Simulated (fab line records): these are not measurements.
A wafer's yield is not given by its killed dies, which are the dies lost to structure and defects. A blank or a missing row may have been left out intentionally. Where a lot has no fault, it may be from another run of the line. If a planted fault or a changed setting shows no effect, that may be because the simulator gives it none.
Chamber matching	flow n5 finfet	rie diel-01 running N5_BEOL_M14_ETCH_59: 4 sister chambers
The step etches BARC in N2/H2, target depth 89 nm, overetch 26.7 nm, time 67.9 s. 4 wafers are shown with their chamber, then 8 later ones without.

WAFERS, EACH WITH ITS CHAMBER
wafer	chamber	throttle valve pct (%)
L082.3	0	18.28
L083.4	2	17.50
L083.5	1	17.88
L087.4	3	18.40

WAFERS WITH NO CHAMBER GIVEN
wafer	throttle valve pct (%)
L087.5	18.40
L087.6	17.51
L094.4	17.90
L094.5	17.91
L094.6	17.54
L096.1	18.44
L096.2	17.56
L096.3	17.94

WHICH CHAMBER EACH WENT THROUGH
wafer	from the rows above	in truth
L087.5	3	3
L087.6	2	2
L094.4	1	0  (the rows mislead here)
L094.5	1	1
L094.6	2	2
L096.1	3	3
L096.2	2	2
L096.3	1	1
Placed correctly: 7 of 8. Number that these rows cannot place: 0. Wrongly placed: 1.
How it was worked out, from the rows above alone: a wafer's distance from a chamber is the root of the sum, over the readings, of the square of ((its reading less the chamber's mean) divided by the reading's scatter). The wafer belongs to the nearest chamber; if the next one is less than 2 further off, it can't be placed. A chamber's mean is the mean of its shown wafers. The scatter: with one shown wafer a chamber, the root of the mean of the squares of how far each hidden wafer lies from its nearest shown one.
